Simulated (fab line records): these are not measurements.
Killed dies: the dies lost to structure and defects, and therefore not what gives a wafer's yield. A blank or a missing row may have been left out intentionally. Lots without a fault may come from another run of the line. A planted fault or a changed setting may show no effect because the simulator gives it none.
A struck lot beside a sound one :: flow n5_finfet :: 38 out of 1938 route steps
Sound: these wafers, L105.3, L105.5, L105.6. Struck: wafer L989.1 (left out: L989.4, a lot-mate that was not struck); the cause follows at the end.
For every step that has rows: the tool of each side, followed by ch and its chambers, followed by its first start. Under that, the readings that differ: sound wafers :: struck wafers :: difference of the means :: sigmas: that difference in standard deviations of wafers without a fault.
alike: readings whose means differ by less than 2 such deviations, and words and numbers that are the same on both sides. not compared: withheld readings, readings that some wafer has no value for, bounds like >300 that may hide the same value, and numbers for which the record gives no deviation and whose values overlap.
A row with sigmas, a row that says differs or no value, or rows on one side alone: a step with any of these is where the two part. Non-overlapping numbers with no deviation appear without sigmas and do not part them. Lack of a reading on every wafer of one side parts them only where that side has two or more wafers.

first, 9 steps without rows for these wafers: N5_HKMG_FIN_DESCUM_17 (chemistry O2, time 7.9 s); N5_HKMG_FIN_ETCH_31 (etches SiARC in CF4, target depth 45.5 nm, time 75.8 s); N5_HKMG_FIN_ETCH_32 (etches SOC in N2/H2, target depth 240 nm, time 300 s); N5_HKMG_FIN_STRIP_33 (strips in N2/H2); N5_HKMG_FIN_STRIP_34 (strips in CF4); N5_HKMG_FIN_ETCH_35 (etches SOC in N2/H2, target depth 215.8 nm, time 243.4 s); N5_HKMG_FIN_STRIP_92 (strips SOC in N2/H2, time 20 s); N5_HKMG_FIN_WET_ETCH_18 (etches TiN in SC1, time 55 s, target depth 5.2 nm, rinse time 30 s); N5_HKMG_FIN_STRIP_19 (strips in N2/H2, time 360 s).
N5_HKMG_FIN_ALD_91: deposits TiN, target thk 1 nm, pulse time 1 s, purge time 3 s.
  sound on ald_metal-04 ch 0,3, day 9 21:39; struck on ald_metal-03 ch 0, day 6 01:56
reading: ald_cycles
sound: 47 47 47
struck: 52
difference: +5
sigmas: 
  alike: heater_power_w, precursor_pulse_height_rel
then, 27 steps without rows for these wafers: N5_HKMG_FIN_COAT_85 (time 60 s, resist thk 300 nm); N5_HKMG_FIN_ETCH_86 (etches SOC in N2/H2, stops on TiN, target depth 393.2 nm); N5_HKMG_FIN_STRIP_89 (strips SOC in N2/H2, time 20 s); N5_HKMG_FIN_WET_ETCH_87 (etches TiN in SC1, time 154.2 s, target depth 4.7 nm, rinse time 30 s); N5_HKMG_FIN_STRIP_88 (strips in N2/H2, time 360 s); N5_HKMG_FIN_NWFM_ALD_20 (deposits TiAlC, target thk 2 nm, pulse time 3 s, purge time 2 s); N5_HKMG_FIN_ALD_71 (deposits TiN, target thk 1 nm, pulse time 1 s, purge time 3 s); N5_HKMG_FIN_COAT_66 (time 60 s, resist thk 300 nm); N5_HKMG_FIN_ETCH_67 (etches SOC in N2/H2, stops on TiN, target depth 388.9 nm); N5_HKMG_FIN_STRIP_90 (strips SOC in N2/H2, time 20 s); N5_HKMG_FIN_WET_ETCH_73 (etches the open film in SC1, time 42.3 s, target depth 1.3 nm, rinse time 30 s); N5_HKMG_FIN_ETCHBACK_68 (etches the open film in Cl2/Ar, stops on HfO2, target depth 0.5 nm); N5_HKMG_FIN_STRIP_69 (strips in N2/H2, time 360 s); N5_HKMG_FIN_ALD_21 (deposits TiN, target thk 1.5 nm, pulse time 1 s, purge time 3 s); N5_HKMG_FIN_ALD_72 (deposits W, target thk 2 nm, pulse time 1 s, purge time 2 s); N5_HKMG_FIN_W_FILL_22 (material W, target thk 60 nm, time 18.2 s); N5_HKMG_FIN_PRECLEAN_83 (cleans in DIW, time 57.5 s); N5_HKMG_FIN_SRD_84 (dry time 32 s); N5_HKMG_FIN_CMP_23 (polishes, stops on SiNx, t overpolish 10 s, target thk 46.326 nm); N5_HKMG_FIN_CMP_94 (polishes, stops on SiNx, t overpolish 4.7 s, target thk 43.299 nm); N5_GATE_CUT_ETCHBACK_00 (etches W in SF6/Cl2); N5_GATE_CUT_ETCH_56 (etches TiN in Cl2/Ar, target depth 21.6 nm); N5_GATE_CUT_ETCHBACK_30 (etches TiN in Cl2/Ar, target depth 3 nm); N5_GATE_CUT_VAPOR_ETCH_60 (etches HfO2 in BCl3/Cl2); N5_GATE_CUT_ETCH_58 (etches SiNx in CH3F/O2, target depth 17 nm, time 128.6 s); N5_GATE_CUT_STRIP_59 (strips in N2/H2, time 20 s); N5_GATE_CUT_PRECLEAN_31 (cleans in DIW, time 300 s).
-- the record jumps here: 4 days lie between the struck wafers' starts before and after (it left off in module GATE_CUT and takes up again in module BEOL_M4, whose first step shown is number 1111 of the route) --
N5_BEOL_M4_RC_MEAS_101:
  sound on prober-02 ch 0, day 14 05:02; struck on prober-01 ch 0, day 9 21:01
reading: IOFF_N_LIN (nA/um)
sound: 0.070 0.071 0.061
struck: 0.045
difference: -0.022
sigmas: -3

reading: IOFF_N_LONG (nA/um)
sound: 5.18e-05 5.23e-05 5.15e-05
struck: 4.18e-05
difference: -1.01e-05
sigmas: -4

reading: ION_N (uA/um)
sound: 671 673 675
struck: 645
difference: -28
sigmas: -3

reading: VT_N (mV)
sound: 251.6 250.7 250.2
struck: 262.9
difference: +12.1
sigmas: +5

reading: VT_N_LONG (mV)
sound: 276.7 273.7 276.3
struck: 284.9
difference: +9.3
sigmas: +4

reading: VT_N_LVT (mV)
sound: 102.7 102.0 105.2
struck: 110.2
difference: +6.9
sigmas: +3
  alike: DIBL_N, DIBL_P, IOFF_N, IOFF_N_85C, IOFF_P, ION_P, SS_N, SS_P, VT_P

== WHERE THEY PART ==
N5_BEOL_M4_RC_MEAS_101 only, going by this record.

WHY: what the simulator had put in
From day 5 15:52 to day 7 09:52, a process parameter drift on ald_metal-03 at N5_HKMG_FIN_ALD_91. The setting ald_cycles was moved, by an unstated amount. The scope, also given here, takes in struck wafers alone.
